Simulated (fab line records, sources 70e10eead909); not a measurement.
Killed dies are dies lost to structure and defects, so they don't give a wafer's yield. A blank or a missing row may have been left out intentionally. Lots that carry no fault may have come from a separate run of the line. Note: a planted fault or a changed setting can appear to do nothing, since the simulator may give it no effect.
What tool caused it? -- flow nandHarc -- 39 wafers from 13 lots sampled at 5 of the route's 1159 steps

WHAT EACH GAUGE READ, for each wafer
NHARC_END_SORT_01. Usual: killedAtArray 26, standard deviation 8.6; killedAtOther 0.7, standard deviation 0.97; killedAtPeriphery 3.2, standard deviation 2.2; killedDies 30, standard deviation 8.9; killedOpen 3.1, standard deviation 1.8; killedShort 2.2, standard deviation 1.8.
lot,measured,on,killedAtArray,killedAtOther,killedAtPeriphery,killedDies,killedOpen,killedShort,flag
L931,day 20 03:07,prober-01,675 673 673,0 1 1,2 3 3,677 677 677,1 0 4,4 4 2,OFF
L936,day 21 17:37,prober-02,673 676 673,1 0 0,3 1 4,677 677 677,5 2 1,2 1 1,OFF

WHICH TOOL RAN EACH LOT (tool, then ch and the chambers of the sampled wafers, then the start)
lot,NHARC_A_STAIRCASE_ETCH_203,NHARC_A_STAIRCASE_ETCH_225,NHARC_A_STAIRCASE_TRIM_229,NHARC_A_STAIRCASE_ETCH_234
L929,"rieDiel-02 ch 0,1,2, day 11 22:17 or earlier","rieDiel-01 ch 0,1, day 11 22:17","rieDiel-01 ch 0,1,3, day 11 22:49","rieDiel-01 ch 0,1, no start"
L928,"rieDiel-13 ch 0,1, day 11 22:35 or earlier","rieDiel-13 ch 1,2, day 11 22:35","rieDiel-02 ch 0,3, day 11 23:07","rieDiel-02 ch 1,2,3, no start"
L930,"rieDiel-02 ch 0,1,2, day 12 07:53 or earlier","rieDiel-01 ch 0,1,3, day 12 07:53","rieDiel-01 ch 0,1,2, day 12 08:17","rieDiel-01 ch 1,2, no start"
L932,"rieDiel-13 ch 0,1,3, day 12 08:11 or earlier","rieDiel-02 ch 1,2, day 12 08:11","rieDiel-02 ch 0,2,3, day 12 08:37","rieDiel-02 ch 0,2,3, no start"
L931,"rieDiel-01 ch 1,2, day 12 09:44 or earlier","rieDiel-01 ch 2,3, day 12 09:44","rieDiel-01 ch 0,1, day 12 10:10","rieDiel-01 ch 1,2, day 20 03:07 or earlier"
L934,"rieDiel-01 ch 2,3, day 13 03:15 or earlier","rieDiel-13 ch 0,1,2, day 13 03:15","rieDiel-13 ch 1,2,3, day 13 03:43","rieDiel-13 ch 0,1, no start"
L936,"rieDiel-01 ch 0,1,2, day 13 13:30 or earlier","rieDiel-01 ch 0,1,2, day 13 13:30","rieDiel-01 ch 0,1,3, day 13 13:55","rieDiel-01 ch 0,2,3, day 21 17:37 or earlier"
L943,"rieDiel-13 ch 1,2,3, day 15 04:32 or earlier","rieDiel-02 ch 0,1,2, day 15 04:32","rieDiel-13 ch 0,1,3, day 15 04:59","rieDiel-13 ch 1,2, no start"
L942,"rieDiel-01 ch 0,3, day 15 07:49 or earlier","rieDiel-13 ch 0,1, day 15 07:49","rieDiel-13 ch 0,3, day 15 08:16","rieDiel-13 ch 2,3, no start"
L944,"rieDiel-13 ch 0,2,3, day 16 03:20 or earlier","rieDiel-01 ch 1,2, day 16 03:20","rieDiel-02 ch 1,2, day 16 03:44","rieDiel-02 ch 0,1,2, no start"
L947,"rieDiel-02 ch 0,2,3, day 16 19:34 or earlier","rieDiel-13 ch 0,1,3, day 16 19:34","rieDiel-02 ch 1,2,3, day 16 19:59","rieDiel-02 ch 0,2,3, no start"
L948,"rieDiel-01 ch 0,1,3, day 16 20:18 or earlier","rieDiel-01 ch 1,2,3, day 16 20:18","rieDiel-01 ch 0,1,2, day 16 20:45","rieDiel-01 ch 0,1,3, no start"
L949,"rieDiel-01 ch 0,2, day 17 06:38 or earlier","rieDiel-02 ch 0,1,2, day 17 06:38","rieDiel-02 ch 0,3, day 17 07:04","rieDiel-02 ch 0,1,3, no start"
- NHARC_A_STAIRCASE_ETCH_203: etches the open film in C4F8/O2, target depth 100 nm, time 40.5 s.
- NHARC_A_STAIRCASE_ETCH_225: etches the open film in C4F8/O2, target depth 100 nm, time 40.5 s.
- NHARC_A_STAIRCASE_TRIM_229: chemistry O2, time 211.2 s.
- NHARC_A_STAIRCASE_ETCH_234: etches the open film in C4F8/O2, target depth 100 nm, time 40.5 s.

WHAT THE TOOLS THEMSELVES READ (means of the sampled wafers that have a number; where no wafer has one, the mark that the record gives instead)
NHARC_A_STAIRCASE_ETCH_203. Usual: oesProductAu 0.944 a.u., standard deviation 0.011; rfVppV 894 V, standard deviation 5.2.
lot,tool,oesProductAu (a.u.),rfVppV (V),flag
L929,rieDiel-02,0.936,892,
L928,rieDiel-13,0.947,892,
L930,rieDiel-02,0.943,891,
L932,rieDiel-13,0.941,894,
L931,rieDiel-01,0.947,894,
L934,rieDiel-01,0.942,899,
L936,rieDiel-01,0.957,893,
L943,rieDiel-13,0.955,895,
L942,rieDiel-01,0.949,894,
L944,rieDiel-13,0.952,898,
L947,rieDiel-02,0.939,897,
L948,rieDiel-01,0.952,892,
L949,rieDiel-01,0.936,896,

NHARC_A_STAIRCASE_ETCH_225. Usual: oesProductAu 0.945 a.u., standard deviation 0.0086; rfVppV 894 V, standard deviation 5.5.
lot,tool,oesProductAu (a.u.),rfVppV (V),flag
L929,rieDiel-01,0.941,890,
L928,rieDiel-13,0.950,888,
L930,rieDiel-01,0.951,893,
L932,rieDiel-02,0.941,889,
L931,rieDiel-01,0.767,899,OFF
L934,rieDiel-13,0.962,898,
L936,rieDiel-01,0.774,894,OFF
L943,rieDiel-02,0.945,891,
L942,rieDiel-13,0.955,893,
L944,rieDiel-01,0.945,897,
L947,rieDiel-13,0.951,893,
L948,rieDiel-01,0.943,895,
L949,rieDiel-02,0.942,892,

NHARC_A_STAIRCASE_TRIM_229. Usual: drypumpMotorCurrentA 5.7 A, standard deviation 0.37; oesProductAu 1.003 a.u., standard deviation 0.0082; rfVppV 57.7 V, standard deviation 0.86; showerheadPlenumPTorr 3.49 Torr, standard deviation 0.15; throttleValvePct 17.036 %, standard deviation 0.0087.
lot,tool,drypumpMotorCurrentA (A),oesProductAu (a.u.),rfVppV (V),showerheadPlenumPTorr (Torr),throttleValvePct (%),flag
L929,rieDiel-01,5.6,1.000,56.3,3.44,17.035,
L928,rieDiel-02,5.6,0.998,58.1,3.63,17.038,
L930,rieDiel-01,5.8,1.006,57.7,3.46,17.031,
L932,rieDiel-02,5.7,1.004,58.4,3.56,17.030,
L931,rieDiel-01,5.7,1.011,56.7,3.37,17.045,
L934,rieDiel-13,5.8,1.013,57.6,3.54,17.030,
L936,rieDiel-01,5.6,0.995,56.8,3.43,17.044,
L943,rieDiel-13,5.8,1.007,57.3,3.43,17.039,
L942,rieDiel-13,5.4,1.003,57.6,3.47,17.034,
L944,rieDiel-02,5.5,1.002,57.2,3.32,17.037,
L947,rieDiel-02,5.8,0.994,57.5,3.45,17.037,
L948,rieDiel-01,5.8,1.012,57.7,3.44,17.031,
L949,rieDiel-02,5.6,1.000,57.5,3.61,17.039,

NHARC_A_STAIRCASE_ETCH_234. Usual: oesProductAu 0.947 a.u., standard deviation 0.0095; rfVppV 894 V, standard deviation 5.5.
lot,tool,oesProductAu (a.u.),rfVppV (V),flag
L929,rieDiel-01,0.946,891,
L928,rieDiel-02,0.942,893,
L930,rieDiel-01,0.949,893,
L932,rieDiel-02,0.950,897,
L931,rieDiel-01,0.955,894,
L934,rieDiel-13,0.964,894,
L936,rieDiel-01,0.947,895,
L943,rieDiel-13,0.957,894,
L942,rieDiel-13,0.953,898,
L944,rieDiel-02,0.941,892,
L947,rieDiel-02,0.948,896,
L948,rieDiel-01,0.940,890,
L949,rieDiel-02,0.945,895,

THE ANSWER, worked out from the rows above alone
Rule: lot off if the mean of its wafers having a number is beyond 3 standard deviations from the usual mean. Also off: a lot with no number at a reading for which 4 or more lots have one. The other lots that the step has rows for count as sound. The gauges are gone through in route order, then the tools' own readings, and for those a lot's mean is taken as printed above. At the first step where some lot is off, the reading lying furthest off is the one used; lots without a number count as furthest.
Off: L931, L936 (NHARC_END_SORT_01, killedAtArray). Neither off nor sound, because the step has no rows for them: L929, L928, L930, L932, L934, L943, L942, L944, L947, L948, L949.
A tool fits if, at a process step before that reading, it ran every lot that is off, and no sound lot after the first of them. Not tried: the gauges at NHARC_END_SORT_01; whatever is off there is also off at NHARC_A_STAIRCASE_ETCH_225, on other tools, and gauge error can't account for it. With no start given for some of its lots, NHARC_A_STAIRCASE_ETCH_203 uses the hours and lot order of NHARC_A_STAIRCASE_ETCH_225. With no start given for some of its lots, NHARC_A_STAIRCASE_ETCH_234 uses the hours and lot order of NHARC_END_SORT_01. One candidate fits, namely rieDiel-01 at NHARC_A_STAIRCASE_ETCH_203 and NHARC_A_STAIRCASE_ETCH_225 and NHARC_A_STAIRCASE_TRIM_229 and NHARC_A_STAIRCASE_ETCH_234. It ran no sound lot before its first lot that is off in this sample, so the start can't be narrowed down.

WHAT THE SIMULATOR HAD PUT IN
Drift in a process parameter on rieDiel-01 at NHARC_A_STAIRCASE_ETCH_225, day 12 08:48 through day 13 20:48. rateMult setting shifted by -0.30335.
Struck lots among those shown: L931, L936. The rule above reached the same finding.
